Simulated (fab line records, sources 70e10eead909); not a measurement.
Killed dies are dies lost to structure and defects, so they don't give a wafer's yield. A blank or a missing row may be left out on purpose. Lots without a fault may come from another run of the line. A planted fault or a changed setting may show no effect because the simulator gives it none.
Tool commonality check | flow nand_harc | 11 lots, 33 wafers sampled

WHY IT WAS OPENED
At NHARC_P_GATE_CD_MEAS_26 the reading cd_nm is flagged on 2 of 11 lots. Wafers without a fault read 119.9 nm, standard deviation 0.65.
Rule: a lot is flagged when every wafer of it that has a number lies more than 4 standard deviations from that mean, or none has a number. The other lots count as sound.

lot  | measured    | on        | cd_nm (nm), wafer by wafer | flag
L625 | day 5 06:43 | cd_sem-03 | 120.7 121.0 119.6          |
L626 | day 5 09:59 | cd_sem-02 | 120.7 119.4 120.2          |
L627 | day 5 10:25 | cd_sem-03 | 119.9 120.4 120.4          |
L628 | day 6 01:22 | cd_sem-02 | 119.4 118.6 118.3          |
L630 | day 6 11:28 | cd_sem-03 | 120.0 120.4 120.3          |
L629 | day 6 11:55 | cd_sem-02 | 119.3 120.7 119.0          |
L632 | day 6 22:04 | cd_sem-03 | 115.2 115.9 115.8          | FLAGGED
L633 | day 7 04:02 | cd_sem-01 | 120.9 120.8 120.8          |
L638 | day 8 18:04 | cd_sem-01 | 115.4 116.6 115.8          | FLAGGED
L641 | day 9 04:47 | cd_sem-02 | 119.6 120.6 121.1          |
L642 | day 9 11:52 | cd_sem-02 | 120.6 120.0 119.4          |
The numbers of the flagged lots are 115.8 nm on average: -4.1 nm against the usual, or -6 standard deviations.

WHICH TOOL RAN EACH LOT
The record holds 2 process steps before the reading, out of a route of 1159 steps. In each cell: the tool, then ch and the chambers that the sampled wafers went through, then the start.
lot  | flag    | NHARC_P_GATE_DEP_103           | NHARC_P_GATE_EXPOSE_23
L625 |         | pecvd-01 ch 1,2, day 5 06:02   | arfi_scanner-03 ch 0, day 5 06:34
L626 |         | pecvd-01 ch 0,1, day 5 09:23   | arfi_scanner-03 ch 0, day 5 09:50
L627 |         | pecvd-01 ch 0,1, day 5 09:44   | arfi_scanner-02 ch 0, day 5 10:17
L628 |         | pecvd-02 ch 0,1,2, day 6 00:41 | arfi_scanner-01 ch 0, day 6 01:13
L630 |         | pecvd-02 ch 0,1,2, day 6 10:46 | arfi_scanner-03 ch 0, day 6 11:19
L629 |         | pecvd-02 ch 0,1,2, day 6 11:18 | arfi_scanner-01 ch 0, day 6 11:47
L632 | FLAGGED | pecvd-04 ch 0,1, day 6 21:23   | arfi_scanner-01 ch 0, day 6 21:55
L633 |         | pecvd-02 ch 0,1,2, day 7 03:26 | arfi_scanner-03 ch 0, day 7 03:54
L638 | FLAGGED | pecvd-02 ch 0,2, day 8 17:31   | arfi_scanner-01 ch 0, day 8 17:55
L641 |         | pecvd-01 ch 0,1, day 9 04:08   | arfi_scanner-03 ch 0, day 9 04:39
L642 |         | pecvd-02 ch 0,1,2, day 9 11:13 | arfi_scanner-02 ch 0, day 9 11:43
What these steps do:
- NHARC_P_GATE_DEP_103: deposits SiON, target thk 30 nm.
- NHARC_P_GATE_EXPOSE_23: exposes mask P GATE, target cd 120 nm.
- NHARC_P_GATE_CD_MEAS_26: target cd 120 nm.

FLAGGED OVER TOTAL, TOOL BY TOOL (the gauges that took the reading come last)
step                    | tool            | lots run | flagged | share of the flagged lots | sound lots run after its first flagged lot
NHARC_P_GATE_DEP_103    | pecvd-01        | 4        | 0       | none                      | -
NHARC_P_GATE_DEP_103    | pecvd-02        | 6        | 1       | some                      | 1 (L642)
NHARC_P_GATE_DEP_103    | pecvd-04        | 1        | 1       | some                      | 0
NHARC_P_GATE_EXPOSE_23  | arfi_scanner-01 | 4        | 2       | all                       | 0
NHARC_P_GATE_EXPOSE_23  | arfi_scanner-02 | 2        | 0       | none                      | -
NHARC_P_GATE_EXPOSE_23  | arfi_scanner-03 | 5        | 0       | none                      | -
NHARC_P_GATE_CD_MEAS_26 | cd_sem-01       | 2        | 1       | some                      | 0
NHARC_P_GATE_CD_MEAS_26 | cd_sem-02       | 5        | 0       | none                      | -
NHARC_P_GATE_CD_MEAS_26 | cd_sem-03       | 4        | 1       | some                      | 0

WHAT THE TABLE ALLOWS
1 row of the table ran every flagged lot: arfi_scanner-01 at NHARC_P_GATE_EXPOSE_23.
- arfi_scanner-01 at NHARC_P_GATE_EXPOSE_23: 2 of its 4 lots flagged. Its last sound lot is L629 (day 6 11:47), its first flagged lot L632 (day 6 21:55): a fault that began between those two fits. Its own readings lie more than 4 standard deviations out on every wafer of the flagged lots: exposure_dose_mJ_cm2.
One tool is left: arfi_scanner-01 at NHARC_P_GATE_EXPOSE_23.

WHAT THE SIMULATOR HAD PUT IN
Process parameter drift: arfi_scanner-01, from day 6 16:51 on, at NHARC_P_GATE_EXPOSE_23. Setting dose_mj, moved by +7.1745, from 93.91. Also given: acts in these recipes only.
Lots struck among those shown: L632, L638. The rule above found the same.
